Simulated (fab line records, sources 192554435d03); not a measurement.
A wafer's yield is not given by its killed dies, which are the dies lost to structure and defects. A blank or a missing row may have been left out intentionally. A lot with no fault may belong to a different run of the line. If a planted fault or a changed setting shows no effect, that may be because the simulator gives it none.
Code-filled problem report in 8D (eight disciplines) form | flow n5_finfet | the parts of the form that need people (team, actions taken, sign-off) are left out

== 1. PROBLEM STATEMENT ==
Across 2 wafers from 2 lots, M12_ILD_THK at N5_BEOL_M12_THK_MEAS_01 averages 695 nm, while fault-free wafers read 659 nm with a standard deviation of 8.5. Relative to the usual mean, that is a shift of +4.2 standard deviations.
First seen on wafer L720.5, day 15 15:45, on film_metro-01. At this step, 12 wafers from 4 lots have a number in the record. The rule behind "out" and "out of limits": a value lying over 4 standard deviations away from the usual mean. The other wafers with a number count as sound.

== 2. WHAT IT IS, WHAT IT ISN'T ==
question                    | is                           | is not
which readings at this step | M12_ILD_THK                  | -
which lots                  | L720, L721                   | L717, L727
which wafers of those lots  | L720.5, L721.6               | L720.3, L720.4, L721.2, L721.3
read on which gauges        | film_metro-01, film_metro-02 | -
when                        | from day 15 15:45            | up to then (5 sound wafers); but 5 sound wafers of L721, L727 came after

== 3. WHAT RULES OUT EACH SUSPECT ==
Counting: if a tool at a process step up to the reading ran every lot that is out, it stays a suspect. Sound lots after the first of them don't rule it out here, since some wafers of a struck lot are sound.
- the gauge at N5_BEOL_M12_THK_MEAS_01 is ruled out. Those wafers that are out were read across 2 gauges (film_metro-01, film_metro-02).
- pecvd-03 at N5_BEOL_M12_ILD_DEP_00 (deposits SiOC from DEMS/O2, target thk 658.92 nm, time 130.7 s): kept. Every lot that is out went through it, the first being L720 (day 15 15:37); the last sound lot it ran before that was L717 (day 15 08:52).
- pecvd-03, N5_BEOL_M12_ILD_DEP_00: wafers that are out in chamber 2, sound lot-mates in chambers 0, 1.
After counting, what remains is pecvd-03 at N5_BEOL_M12_ILD_DEP_00.

== 4. THE CAUSE (what the simulator had put in) ==
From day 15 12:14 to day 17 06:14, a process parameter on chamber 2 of pecvd-03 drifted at N5_BEOL_M12_ILD_DEP_00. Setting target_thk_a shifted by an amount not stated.
After counting, this tool was the only one left.

== 5. THE EFFECT CHAIN, in route order ==
Rows list readings where the struck wafers' mean (over those with a number) sits beyond 3 standard deviations from the usual. Only readings for which the record gives a usual standard deviation are gone through. hours: the time from each lot's start at the first step in this table that gives one to its start at this step, as a median over the lots. sigmas: the change in usual standard deviations.
hours | step                    | reading                  | usual  | on struck wafers | change | sigmas
0     | N5_BEOL_M12_THK_MEAS_01 | M12_ILD_THK              | 659 nm | 695              | +36    | +4.2
1     | N5_BEOL_M12_STRIP_63    | strip_time_to_endpoint_s | 42.5 s | 39.5             | -3.0   | -3.6
It contains these process steps:
- N5_BEOL_M12_STRIP_63: strips in N2/H2.

== 6. WHAT WOULD HAVE CAUGHT IT SOONER ==
In this record the first reading out of limits at a measuring or inspecting step was taken at day 15 15:45, 4 hours after the fault began at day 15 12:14.
An alarm limit of 4 standard deviations would not have fired on the tool readings at N5_BEOL_M12_ILD_DEP_00 for which the record gives a usual standard deviation, since none of them was out on any struck wafer.
Of the lots that are out (2), L721 began N5_BEOL_M12_ILD_DEP_00 on pecvd-03 after day 15 15:45. Had the tool been put on hold then, it would have been spared.
